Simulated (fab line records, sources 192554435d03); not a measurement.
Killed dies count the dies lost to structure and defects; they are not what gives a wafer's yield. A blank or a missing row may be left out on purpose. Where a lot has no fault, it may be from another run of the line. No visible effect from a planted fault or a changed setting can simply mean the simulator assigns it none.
fab line records | flow n5Finfet
record lots=24 wafers=72 lastDay=19
route steps=1938 shown BEOL_M12@1632 BEOL_M13@1671 BEOL_M14@1717
lots that met no fault: from a run of the same line without faults
startH: hours from the record's opening day to when the first of the lot's shown wafers began | waitH: hours from the lot's prior step to this one | " as in the row above | L1.1+2: a single row standing in for several wafers | - either no value or no given start | * or withheld: withheld | < > ~ a bound
route shown NAME@n: names a module that has steps shown in the file, with the first one's number in the route | usual: mean/standard deviation of fault-free wafers | same: alike in all rows | chamber/n: place in a boat | sites: the reading at each site | _std_site: the standard deviation of these | _edge_site: outer sites' mean less inner sites' | radiusMm: for every site, how far away it sits from the centre of the wafer | mask NAME#n: copy n | behind: the most recent tool/chamber to have shaped the wafer | hold: cause of the lot's hold/its duration in hours/its outcome | device: transistor that didn't switch, given as n, p or np | end of line: tests run on the same wafers once the route is complete | step lacking rows: just its recipe | killed: dies that structure and defects cost at the first sort, which is not the same as the wafer's yield | map: dies across one wafer; x = killed, . = not, _ = none there
set.NAME: the setting as run; set.NAME@STEP: as run at that earlier step | model.NAME: the simulator's own value behind a step, which no gauge read
route steps across a sampled set of lots; one table per step, one row per wafer
services: a tool's chamber out of use, with start hour (startH, from the record's first day; less than 0 if before it), hours out, and reason
## steps
# step N5_BEOL_M12_CD_MEAS_28
# recipe targetCdNm=160.2 landingEnergyEv=500 detector=seInlens polarity=opening
# usual cdNm=159.9/1.2
# columns lot.wafer tool chamber startH waitH cdNm
L075.2 cdSem-02 0 268.08 - 157.6
L075.4 " 0 " " 158.6
L075.5 " 0 " " 158.4
L074.2 cdSem-03 0 268.74 - 161.5
L074.5 " 0 " " 160.3
L074.6 " 0 " " 160.3
L077.2 cdSem-01 0 276.62 - 161.1
L077.3 " 0 " " 160.4
L077.6 " 0 " " 158.6
L078.1 cdSem-01 0 277.24 - 160.5
L078.2 " 0 " " 160.3
L078.6 " 0 " " 160.2
L076.2 cdSem-03 0 286.97 - 158.1
L076.4 " 0 " " 157.6
L076.6 " 0 " " 159.3
L080.1 cdSem-03 0 290.96 - 160.5
L080.3 " 0 " " 160.9
L080.6 " 0 " " 160.8
L079.1 cdSem-01 0 291.23 - 159.0
L079.4 " 0 " " 160.3
L079.5 " 0 " " 159.5
L081.3 cdSem-02 0 301.41 - 159.9
L081.5 " 0 " " 160.9
L081.6 " 0 " " 161.2
L082.3 cdSem-02 0 319.26 - 159.7
L082.5 " 0 " " 160.6
L082.6 " 0 " " 160.3
L083.2 cdSem-03 0 325.04 - 159.3
L083.3 " 0 " " 158.5
L083.4 " 0 " " 160.8
L085.4 cdSem-01 0 325.19 - 159.8
L085.5 " 0 " " 161.1
L085.6 " 0 " " 159.9
L086.2 cdSem-01 0 327.57 - 161.6
L086.5 " 0 " " 160.3
L086.6 " 0 " " 160.0
L084.1 cdSem-03 0 336.25 - 159.7
L084.4 " 0 " " 158.1
L084.5 " 0 " " 160.4
L087.4 cdSem-03 0 351.32 - 160.9
L087.5 " 0 " " 159.9
L087.6 " 0 " " 160.0
L088.2 cdSem-03 0 364.53 - 161.1
L088.3 " 0 " " 162.7
L088.4 " 0 " " 158.9
L091.1 cdSem-03 0 367.87 - 157.4
L091.2 " 0 " " 159.1
L091.4 " 0 " " 157.5
L090.3 cdSem-02 0 368.29 - 159.8
L090.4 " 0 " " 162.9
L090.5 " 0 " " 161.1
L093.3 cdSem-02 0 368.71 - 158.9
L093.4 " 0 " " 159.3
L093.6 " 0 " " 161.3
L089.1 cdSem-02 0 369.28 - 160.5
L089.5 " 0 " " 159.1
L089.6 " 0 " " 157.8
L092.1 cdSem-02 0 379.66 - 160.6
L092.3 " 0 " " 159.8
L092.5 " 0 " " 159.1
L094.1 cdSem-02 0 398.54 - 159.5
L094.2 " 0 " " 159.0
L094.5 " 0 " " 162.3
L096.2 cdSem-01 0 403.33 - 159.0
L096.3 " 0 " " 158.7
L096.6 " 0 " " 158.9
L095.1 cdSem-02 0 404.19 - 160.9
L095.4 " 0 " " 159.8
L095.5 " 0 " " 161.3
L097.3 cdSem-01 0 408.20 - 159.8
L097.4 " 0 " " 160.3
L097.5 " 0 " " 159.3
# step N5_BEOL_M12_OVL_MEAS_29
# recipe pointsPerWafer=44
# usual M12_OVL=-3/5.2
# columns lot.wafer tool chamber startH waitH M12_OVL[nm]
L075.2 overlay-02 0 268.11 0.0 -2
L075.4 " 0 " " -10
L075.5 " 0 " " -7
L074.2 overlay-01 0 268.77 0.0 -12
L074.5 " 0 " " -4
L074.6 " 0 " " 2
L077.2 overlay-01 0 276.65 0.0 -3
L077.3 " 0 " " 4
L077.6 " 0 " " -2
L078.1 overlay-01 0 277.27 0.0 -2
L078.2 " 0 " " -6
L078.6 " 0 " " -5
L076.2 overlay-02 0 286.99 0.0 -4
L076.4 " 0 " " -6
L076.6 " 0 " " -5
L080.1 overlay-01 0 290.99 0.0 -3
L080.3 " 0 " " -9
L080.6 " 0 " " 0
L079.1 overlay-01 0 291.26 0.0 -16
L079.4 " 0 " " -1
L079.5 " 0 " " -12
L081.3 overlay-01 0 301.43 0.0 1
L081.5 " 0 " " -3
L081.6 " 0 " " -5
L082.3 overlay-02 0 319.29 0.0 -11
L082.5 " 0 " " -8
L082.6 " 0 " " -4
L083.2 overlay-02 0 325.07 0.0 1
L083.3 " 0 " " 6
L083.4 " 0 " " 0
L085.4 overlay-02 0 325.22 0.0 -10
L085.5 " 0 " " -3
L085.6 " 0 " " -14
L086.2 overlay-02 0 327.60 0.0 -6
L086.5 " 0 " " -1
L086.6 " 0 " " 6
L084.1 overlay-02 0 336.28 0.0 -6
L084.4 " 0 " " -9
L084.5 " 0 " " -12
L087.4 overlay-01 0 351.35 0.0 2
L087.5 " 0 " " 1
L087.6 " 0 " " -4
L088.2 overlay-01 0 364.56 0.0 -5
L088.3 " 0 " " -2
L088.4 " 0 " " 7
L091.1 overlay-01 0 367.90 0.0 -4
L091.2 " 0 " " -10
L091.4 " 0 " " -5
L090.3 overlay-01 0 368.32 0.0 -1
L090.4 " 0 " " -7
L090.5 " 0 " " 7
L093.3 overlay-01 0 368.74 0.0 -4
L093.4 " 0 " " 1
L093.6 " 0 " " -3
L089.1 overlay-01 0 369.31 0.0 -5
L089.5 " 0 " " -5
L089.6 " 0 " " 2
L092.1 overlay-01 0 379.69 0.0 1
L092.3 " 0 " " 2
L092.5 " 0 " " 9
L094.1 overlay-02 0 398.57 0.0 4
L094.2 " 0 " " -9
L094.5 " 0 " " 2
L096.2 overlay-02 0 403.36 0.0 11
L096.3 " 0 " " 0
L096.6 " 0 " " 5
L095.1 overlay-02 0 404.22 0.0 1
L095.4 " 0 " " -6
L095.5 " 0 " " -5
L097.3 overlay-01 0 408.23 0.0 1
L097.4 " 0 " " 2
L097.5 " 0 " " 0
# step N5_BEOL_M12_OCD_MEAS_35
# usual trenchDepthNm=319/6.3
# columns lot.wafer tool chamber startH waitH trenchDepthNm
L075.2 ocd-01 - 268.73 0.0 321
L075.4 " - " " 312
L075.5 " - " " 310
L074.2 ocd-02 - 269.35 0.0 323
L074.5 " - " " 317
L074.6 " - " " 322
L077.2 ocd-01 - 277.23 0.0 310
L077.3 " - " " 317
L077.6 " - " " 311
L078.1 ocd-02 - 277.87 0.0 311
L078.2 " - " " 310
L078.6 " - " " 311
L076.2 ocd-02 - 287.77 0.0 317
L076.4 " - " " 312
L076.6 " - " " 316
L080.1 ocd-02 - 291.57 0.0 324
L080.3 " - " " 319
L080.6 " - " " 307
L079.1 ocd-01 - 291.84 0.0 310
L079.4 " - " " 331
L079.5 " - " " 316
L081.3 ocd-01 - 302.01 0.0 314
L081.5 " - " " 318
L081.6 " - " " 324
L082.3 ocd-02 - 319.86 0.0 316
L082.5 " - " " 332
L082.6 " - " " 308
L083.2 ocd-01 - 325.65 0.0 317
L083.3 " - " " 311
L083.4 " - " " 333
L085.4 ocd-02 - 325.94 0.0 315
L085.5 " - " " 324
L085.6 " - " " 324
L086.2 ocd-01 - 328.17 0.0 320
L086.5 " - " " 322
L086.6 " - " " 316
L084.1 ocd-02 - 348.70 0.0 321
L084.4 " - " " 323
L084.5 " - " " 326
L087.4 ocd-01 - 355.19 0.0 326
L087.5 " - " " 328
L087.6 " - " " 312
L088.2 ocd-02 - 365.36 0.0 321
L088.3 " - " " 314
L088.4 " - " " 315
L091.1 ocd-01 - 368.48 0.0 316
L091.2 " - " " 330
L091.4 " - " " 312
L090.3 ocd-02 - 368.97 0.0 314
L090.4 " - " " 321
L090.5 " - " " 321
L093.3 ocd-02 - 369.44 0.0 320
L093.4 " - " " 325
L093.6 " - " " 321
L089.1 ocd-01 - 369.92 0.0 325
L089.5 " - " " 332
L089.6 " - " " 318
L092.1 ocd-01 - 380.26 0.0 319
L092.3 " - " " 322
L092.5 " - " " 317
L094.1 ocd-01 - 399.15 0.0 309
L094.2 " - " " 316
L094.5 " - " " 327
L096.2 ocd-02 - 404.12 0.0 328
L096.3 " - " " 323
L096.6 " - " " 324
L095.1 ocd-02 - 405.45 0.0 323
L095.4 " - " " 320
L095.5 " - " " 319
L097.3 ocd-01 - 408.81 0.0 324
L097.4 " - " " 321
L097.5 " - " " 318
# step N5_BEOL_M13_INSPECT_12
# recipe mode=adi inspectInstrument=macro
# usual rawDefectCount=2.0/1.4
# columns lot.wafer tool chamber startH waitH rawDefectCount
L075.2 defectInspect-02 - 273.32 0.0 2
L075.4 " - " " 2
L075.5 " - " " 1
L074.2 defectInspect-02 - 274.30 0.0 1
L074.5 " - " " 3
L074.6 " - " " 2
L077.2 defectInspect-02 - 282.59 0.0 4
L077.3 " - " " 0
L077.6 " - " " 3
L078.1 defectInspect-02 - 282.86 0.0 1
L078.2 " - " " 1
L078.6 " - " " 0
L076.2 defectInspect-01 - 290.07 0.0 3
L076.4 " - " " 2
L076.6 " - " " 1
L080.1 defectInspect-01 - 295.68 0.0 0
L080.3 " - " " 2
L080.6 " - " " 0
L079.1 defectInspect-02 - 297.87 0.0 1
L079.4 " - " " 2
L079.5 " - " " 3
L081.3 defectInspect-02 - 309.58 0.0 2
L081.5 " - " " 5
L081.6 " - " " 1
L082.3 defectInspect-01 - 324.75 0.0 0
L082.5 " - " " 4
L082.6 " - " " 0
L083.2 defectInspect-02 - 332.80 0.0 2
L083.3 " - " " 0
L083.4 " - " " 0
L085.4 defectInspect-02 - 332.97 0.0 1
L085.5 " - " " 4
L085.6 " - " " 1
L086.2 defectInspect-01 - 333.13 0.0 1
L086.5 " - " " 1
L086.6 " - " " 0
L084.1 defectInspect-02 - 351.11 0.0 0
L084.4 " - " " 0
L084.5 " - " " 1
L087.4 defectInspect-02 - 357.42 0.0 0
L087.5 " - " " 2
L087.6 " - " " 1
L088.2 defectInspect-01 - 368.05 0.0 5
L088.3 " - " " 3
L088.4 " - " " 1
L091.1 defectInspect-02 - 371.74 0.0 5
L091.2 " - " " 2
L091.4 " - " " 1
L090.3 defectInspect-01 - 372.56 0.0 1
L090.4 " - " " 4
L090.5 " - " " 3
L093.3 defectInspect-01 - 373.11 0.0 3
L093.4 " - " " 2
L093.6 " - " " 4
L089.1 defectInspect-01 - 375.04 0.0 3
L089.5 " - " " 2
L089.6 " - " " 1
L092.1 defectInspect-02 - 385.13 0.0 1
L092.3 " - " " 2
L092.5 " - " " 4
L094.1 defectInspect-01 - 402.61 0.0 3
L094.2 " - " " 2
L094.5 " - " " 4
L096.2 defectInspect-02 - 409.79 0.0 3
L096.3 " - " " 1
L096.6 " - " " 2
L095.1 defectInspect-02 - 409.83 0.0 1
L095.4 " - " " 0
L095.5 " - " " 2
L097.3 defectInspect-01 - 412.87 0.0 3
L097.4 " - " " 3
L097.5 " - " " 5
# step N5_BEOL_M13_ETCH_38
# recipe chemistry=CF4/N2 target=SiCN targetDepthA=675 taperDeg=2 timeS=71.9 ionEnergyEv=150 maskMaterial=SiO2 pressureMtorr=40 sourceW=430 biasW=70 Ar_flow_sccm=100 cf4FlowSccm=60 n2FlowSccm=60
# usual drypumpMotorCurrentA=5.7/0.57 oesProductAu=0.77/0.063 rfFwdPowerW=428.0/1.4 rfVppV=382.1/1.7 showerheadPlenumPTorr=2.21/0.062 throttleValvePct=15.45/0.22
# columns lot.wafer tool chamber startH waitH drypumpMotorCurrentA oesProductAu rfFwdPowerW rfHoursCounterH rfVppV showerheadPlenumPTorr throttleValvePct
L075.2 rieDiel-03 2 278.48 - 5.1 0.77 427.5 117 383.3 2.22 15.38
L075.4 " 1 " " 5.0 0.79 430.5 125 381.0 2.13 15.67
L075.5 " 3 " " 4.7 0.74 426.0 - 379.9 2.11 15.49
L074.2 rieDiel-03 0 279.39 - 5.5 0.87 427.6 43 384.2 2.25 15.33
L074.5 " 2 " " 5.1 0.78 427.8 - 381.4 2.22 15.39
L074.6 " 3 " " 4.7 0.75 428.0 - 380.8 2.11 15.49
L077.2 rieDiel-01 2 285.26 - 5.8 0.75 426.4 131 384.3 2.30 15.54
L077.3 " 3 " " 6.2 0.84 426.6 72 380.5 2.14 15.10
L077.6 " 1 " " 5.8 0.70 430.5 - 378.4 2.11 15.71
L078.1 rieDiel-01 2 287.46 - 5.9 0.74 428.4 132 383.7 2.30 15.56
L078.2 " 1 " " 5.8 0.69 429.5 223 379.6 2.11 15.71
L078.6 " 3 " " 6.3 0.83 429.8 - 381.4 2.14 15.11
L076.2 rieDiel-03 2 296.48 - 5.1 0.78 428.8 118 382.4 2.22 15.38
L076.4 " 3 " " 4.7 0.76 428.7 161 379.0 2.11 15.48
L076.6 " 0 " " 5.5 0.87 429.3 - 383.8 2.25 15.34
L080.1 rieDiel-06 1 300.21 - 5.2 0.88 430.0 49 383.5 2.25 15.57
L080.3 " 0 " " 6.6 0.85 427.6 69 382.3 2.24 14.96
L080.6 " 0 " " 6.6 0.86 426.7 - 384.0 2.24 14.96
L079.1 rieDiel-03 2 302.22 - 5.0 0.78 426.9 120 382.1 2.22 15.40
L079.4 " 0 " " 5.5 0.86 429.5 46 381.7 2.24 15.34
L079.5 " 2 " " 5.1 0.78 426.9 - 382.3 2.22 15.41
L081.3 rieDiel-06 2 311.78 - 6.0 0.70 426.3 196 384.6 2.29 15.56
L081.5 " 0 " " 6.6 0.85 428.2 - 382.9 2.24 14.97
L081.6 " 3 " " 6.0 0.72 431.4 - 382.8 2.19 15.42
L082.3 rieDiel-06 3 331.69 - 5.9 0.71 428.9 193 382.6 2.19 15.42
L082.5 " 0 " " 6.6 0.85 428.9 - 382.8 2.24 14.98
L082.6 " 3 " " 6.0 0.72 427.3 - 381.8 2.19 15.42
L083.2 rieDiel-06 1 335.65 - 5.2 0.86 430.8 62 382.5 2.25 15.59
L083.3 " 3 " " 6.0 0.71 427.3 194 382.9 2.19 15.45
L083.4 " 2 " " 5.9 0.70 427.5 204 385.3 2.29 15.57
L085.4 rieDiel-03 2 336.81 - 5.1 0.75 428.4 129 383.2 2.21 15.41
L085.5 " 2 " " 5.1 0.76 427.1 - 382.2 2.21 15.41
L085.6 " 1 " " 5.0 0.78 427.9 - 379.8 2.12 15.68
L086.2 rieDiel-06 3 336.81 - 6.0 0.71 430.2 195 382.3 2.19 15.43
L086.5 " 3 " " 6.0 0.71 429.3 - 382.5 2.19 15.43
L086.6 " 2 " " 6.0 0.69 428.3 - 383.8 2.29 15.58
L084.1 rieDiel-01 0 352.92 - 6.1 0.66 427.1 224 381.0 2.18 15.75
L084.4 " 3 " " 6.2 0.81 427.2 93 379.7 2.13 15.16
L084.5 " 2 " " 5.8 0.73 427.8 - 383.6 2.29 15.59
L087.4 rieDiel-06 0 360.45 - 6.6 0.84 427.3 86 383.1 2.23 15.00
L087.5 " 1 " " 5.2 0.85 428.3 - 382.8 2.25 15.59
L087.6 " 0 " " 6.6 0.84 424.8 - 383.0 2.23 14.99
L088.2 rieDiel-03 3 370.62 - 4.7 0.73 429.6 178 378.8 2.10 15.52
L088.3 " 1 " " 5.0 0.78 427.5 146 379.7 2.12 15.72
L088.4 " 0 " " 5.5 0.84 428.3 62 383.8 2.24 15.36
L091.1 rieDiel-01 1 373.92 - 5.8 0.69 427.9 248 379.8 2.10 15.77
L091.2 " 0 " " 6.0 0.66 430.4 231 381.3 2.18 15.75
L091.4 " 2 " " 5.8 0.73 427.6 161 385.4 2.29 15.59
L090.3 rieDiel-03 3 381.89 - 4.7 0.73 429.6 181 379.2 2.10 15.52
L090.4 " 2 " " 5.1 0.74 426.1 141 381.7 2.21 15.43
L090.5 " 1 " " 5.0 0.77 428.7 - 380.0 2.12 15.71
L093.3 rieDiel-06 1 382.36 - 5.2 0.85 428.9 73 382.1 2.24 15.61
L093.4 " 0 " " 6.6 0.83 425.9 93 383.2 2.23 15.02
L093.6 " 2 " " 5.9 0.69 428.3 - 383.8 2.28 15.60
L089.1 rieDiel-03 1 383.15 - 5.0 0.77 426.7 150 380.3 2.12 15.71
L089.5 " 1 " " 5.0 0.78 426.9 - 379.5 2.12 15.73
L089.6 " 0 " " 5.5 0.84 427.7 - 383.6 2.24 15.38
L092.1 rieDiel-06 0 393.51 - 6.6 0.82 430.0 97 383.9 2.23 15.02
L092.3 " 2 " " 5.9 0.69 428.8 220 384.3 2.28 15.61
L092.5 " 2 " " 5.9 0.69 428.3 - 384.6 2.28 15.60
L094.1 rieDiel-06 3 408.29 - 6.0 0.69 428.9 215 381.3 2.18 15.48
L094.2 " 2 " " 6.0 0.68 426.1 229 382.7 2.28 15.62
L094.5 " 3 " " 6.0 0.69 428.1 - 382.2 2.18 15.48
L096.2 rieDiel-01 3 416.61 - 6.3 0.78 427.1 124 380.4 2.12 15.20
L096.3 " 3 " " 6.2 0.77 427.8 - 378.9 2.12 15.20
L096.6 " 3 " " 6.2 0.78 426.5 - 381.2 2.12 15.20
L095.1 rieDiel-06 0 416.65 - 6.6 0.81 425.9 109 381.9 2.23 15.05
L095.4 " 2 " " 6.0 0.68 428.8 233 383.3 2.28 15.62
L095.5 " 2 " " 6.0 0.68 429.7 - 383.9 2.28 15.62
L097.3 rieDiel-06 0 419.26 - 6.6 0.81 427.7 110 382.5 2.23 15.03
L097.4 " 2 " " 6.0 0.68 428.0 234 382.6 2.28 15.63
L097.5 " 3 " " 5.9 0.69 428.2 - 381.1 2.18 15.49
# step N5_BEOL_M14_THK_MEAS_01
# recipe reads=SiO2_of_BEOL_M14_ILD_DEP_00
# usual M14_ILD_THK=1118/14
# columns lot.wafer tool chamber startH waitH M14_ILD_THK[nm]
L075.2 filmMetro-01 - 280.72 0.1 1117
L075.4 " - " " 1137
L075.5 " - " " 1120
L074.2 filmMetro-02 - 282.27 0.1 1102
L074.5 " - " " 1127
L074.6 " - " " 1139
L077.2 filmMetro-02 - 288.34 0.1 1113
L077.3 " - " " 1122
L077.6 " - " " 1133
L078.1 filmMetro-01 - 289.36 0.1 1111
L078.2 " - " " 1101
L078.6 " - " " 1117
L076.2 filmMetro-01 - 301.12 0.1 1105
L076.4 " - " " 1129
L076.6 " - " " 1127
L080.1 filmMetro-02 - 304.69 0.1 1102
L080.3 " - " " 1104
L080.6 " - " " 1122
L079.1 filmMetro-02 - 307.30 0.1 1098
L079.4 " - " " 1123
L079.5 " - " " 1121
L081.3 filmMetro-01 - 314.82 0.1 1102
L081.5 " - " " 1127
L081.6 " - " " 1110
L082.3 filmMetro-01 - 335.23 0.1 1119
L082.5 " - " " 1117
L082.6 " - " " 1111
L083.2 filmMetro-01 - 337.51 0.2 1094
L083.3 " - " " 1130
L083.4 " - " " 1119
L085.4 filmMetro-01 - 338.84 0.0 1126
L085.5 " - " " 1154
L085.6 " - " " 1126
L086.2 filmMetro-01 - 339.23 0.1 1095
L086.5 " - " " 1130
L086.6 " - " " 1126
L084.1 filmMetro-02 - 354.63 0.1 1104
L084.4 " - " " 1120
L084.5 " - " " 1108
L087.4 filmMetro-02 - 363.03 0.0 1135
L087.5 " - " " 1141
L087.6 " - " " 1121
L088.2 filmMetro-02 - 372.91 0.1 1105
L088.3 " - " " 1125
L088.4 " - " " 1129
L091.1 filmMetro-01 - 375.66 0.1 1119
L091.2 " - " " 1122
L091.4 " - " " 1148
L090.3 filmMetro-02 - 384.26 0.1 1112
L090.4 " - " " 1148
L090.5 " - " " 1138
L093.3 filmMetro-01 - 384.96 0.1 1090
L093.4 " - " " 1113
L093.6 " - " " 1120
L089.1 filmMetro-02 - 386.41 0.1 1084
L089.5 " - " " 1119
L089.6 " - " " 1112
L092.1 filmMetro-02 - 396.80 0.1 1104
L092.3 " - " " 1113
L092.5 " - " " 1120
L094.1 filmMetro-01 - 410.49 0.2 1104
L094.2 " - " " 1096
L094.5 " - " " 1116
L095.1 filmMetro-01 - 418.44 0.1 1092
L095.4 " - " " 1133
L095.5 " - " " 1120
L096.2 filmMetro-02 - 418.47 0.1 1106
L096.3 " - " " 1114
L096.6 " - " " 1120
L097.3 filmMetro-02 - 421.33 0.1 1113
L097.4 " - " " 1127
L097.5 " - " " 1129
## services
# columns tool chamber startH hours kind
rieDiel-03 2 257.70 2.6 repair
rieDiel-03 - 281.46 14.6 pm
rieDiel-03 0 348.81 7.2 repair
rieDiel-01 1 381.93 - clean
rieDiel-01 1 381.93 - consumableReplace:focusRing
rieDiel-01 1 381.93 - consumableReplace:showerhead
rieDiel-01 1 381.93 34.8 scheduledDown
rieDiel-01 1 381.93 34.8 ventCycle
rieDiel-06 3 390.17 4.9 repair
rieDiel-01 0 412.31 8.5 repair
## key
fault none
